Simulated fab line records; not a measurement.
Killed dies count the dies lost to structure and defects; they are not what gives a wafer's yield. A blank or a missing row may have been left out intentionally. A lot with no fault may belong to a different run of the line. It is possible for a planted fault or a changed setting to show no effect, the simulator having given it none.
Which of the tools did it? -- flow nand harc -- Sampling: 24 lots, 72 wafers, 2 of 1159 route steps

WHAT EACH GAUGE READ, for each wafer
NHARC_P_STI_INSPECT_25. Usual: raw defect count reads 218 (standard deviation 70).
lot,measured,on,raw defect count,flag
L074,day 3 23:23,defect inspect-02,206 199 316,
L075,day 4 06:03,defect inspect-01,115 125 114,
L076,day 4 06:03,defect inspect-02,274 216 196,
L077,day 4 19:14,defect inspect-02,386 133 124,
L078,day 4 19:14,defect inspect-01,341 281 136,
L079,day 4 19:14,defect inspect-02,196 154 160,
L080,day 5 06:14,defect inspect-02,129 232 199,
L081,day 5 06:14,defect inspect-01,116 179 230,
L082,day 5 22:57,defect inspect-02,198 210 207,
L083,day 5 22:58,defect inspect-02,193 198 202,
L084,day 5 22:58,defect inspect-01,184 260 230,
L085,day 7 02:35,defect inspect-02,93 291 195,
L086,day 7 02:35,defect inspect-02,151 218 239,
L087,day 7 02:35,defect inspect-01,190 207 161,
L088,day 7 09:58,defect inspect-02,225 222 173,
L089,day 7 09:58,defect inspect-01,210 161 152,
L090,day 7 19:18,defect inspect-02,186 234 200,
L091,day 7 19:18,defect inspect-01,185 167 170,
L092,day 8 05:11,defect inspect-01,141 140 173,
L093,day 8 12:19,defect inspect-02,261 208 381,
L094,day 8 21:00,defect inspect-02,220 269 250,
L095,day 8 21:00,defect inspect-01,241 242 433,
L096,day 9 05:37,defect inspect-02,170 271 355,
L097,day 9 13:20,defect inspect-02,213 256 143,

WHICH TOOL RAN EACH LOT (tool, then ch and the chambers of the sampled wafers, then the start)
lot,NHARC_P_ZERO_WELL_RTA_42
L074,"rtp anneal-01 ch 0, day 1 19:01"
L075,"rtp anneal-01 ch 0, day 2 00:53"
L076,"rtp anneal-02 ch 0, day 2 06:56"
L077,"rtp anneal-02 ch 0, day 2 13:14"
L078,"rtp anneal-02 ch 0, day 2 19:12"
L079,"rtp anneal-01 ch 0, day 3 01:07"
L080,"rtp anneal-01 ch 0, day 3 06:52"
L081,"rtp anneal-02 ch 0, day 3 13:00"
L082,"rtp anneal-01 ch 0, day 3 18:40"
L083,"rtp anneal-01 ch 0, day 4 06:55"
L084,"rtp anneal-02 ch 0, day 4 07:00"
L085,"rtp anneal-02 ch 0, day 4 13:11"
L086,"rtp anneal-02 ch 0, day 4 19:07"
L087,"rtp anneal-02 ch 0, day 5 00:56"
L088,"rtp anneal-01 ch 0, day 5 06:48"
L089,"rtp anneal-02 ch 0, day 5 12:49"
L090,"rtp anneal-01 ch 0, day 5 19:07"
L091,"rtp anneal-01 ch 0, day 6 00:45"
L092,"rtp anneal-01 ch 0, day 6 07:10"
L093,"rtp anneal-02 ch 0, day 6 13:02"
L094,"rtp anneal-02 ch 0, day 6 19:04"
L095,"rtp anneal-02 ch 0, day 7 01:04"
L096,"rtp anneal-02 ch 0, day 7 07:10"
L097,"rtp anneal-01 ch 0, day 7 12:54"
- NHARC_P_ZERO_WELL_RTA_42: time 300 s.

WHAT THE TOOLS THEMSELVES READ (means of the sampled wafers that have a number; where no wafer has one, the mark that the record gives instead)
NHARC_P_ZERO_WELL_RTA_42. Usual: lamp power pct 40 %, standard deviation 3.3; lamp_zone_4_pct 40 %, standard deviation 3.3; wafer_temp_C_max 1105.7, standard deviation 1.4.
lot,tool,lamp power pct (%),lamp_zone_4_pct (%),wafer_temp_C_max,flag
L074,rtp anneal-01,44,44,1107.0,
L075,rtp anneal-01,44,44,1106.7,
L076,rtp anneal-02,37,37,1104.8,
L077,rtp anneal-02,37,37,1103.7,
L078,rtp anneal-02,37,37,1104.5,
L079,rtp anneal-01,44,44,1106.9,
L080,rtp anneal-01,44,44,1106.9,
L081,rtp anneal-02,37,37,1104.8,
L082,rtp anneal-01,44,44,1106.5,
L083,rtp anneal-01,44,44,1106.2,
L084,rtp anneal-02,37,37,1104.4,
L085,rtp anneal-02,37,37,1103.7,
L086,rtp anneal-02,37,37,1105.4,
L087,rtp anneal-02,37,37,1105.8,
L088,rtp anneal-01,44,44,1108.2,
L089,rtp anneal-02,37,37,1104.3,
L090,rtp anneal-01,44,44,1106.1,
L091,rtp anneal-01,44,44,1106.7,
L092,rtp anneal-01,44,44,1106.5,
L093,rtp anneal-02,37,37,1105.0,
L094,rtp anneal-02,37,37,1104.3,
L095,rtp anneal-02,37,37,1105.2,
L096,rtp anneal-02,37,37,1104.0,
L097,rtp anneal-01,44,44,1106.9,

THE ANSWER, worked out from the rows above alone
Rule: a lot is off if the mean of its wafers that have a number lies more than 3 standard deviations from the usual mean. Also off: a lot with no number at a reading for which 4 or more lots have one. Any other lot the step has rows for is counted as sound. First the gauges in route order, then the tools' own readings, where a lot's mean is used as printed above. The first step at which some lot is off is used, and at that step the reading that is off furthest; a lot without a number counts as furthest.
No lot is off on any of the readings shown, so nothing can be concluded from this.

WHAT WAS PUT IN BY THE SIMULATOR
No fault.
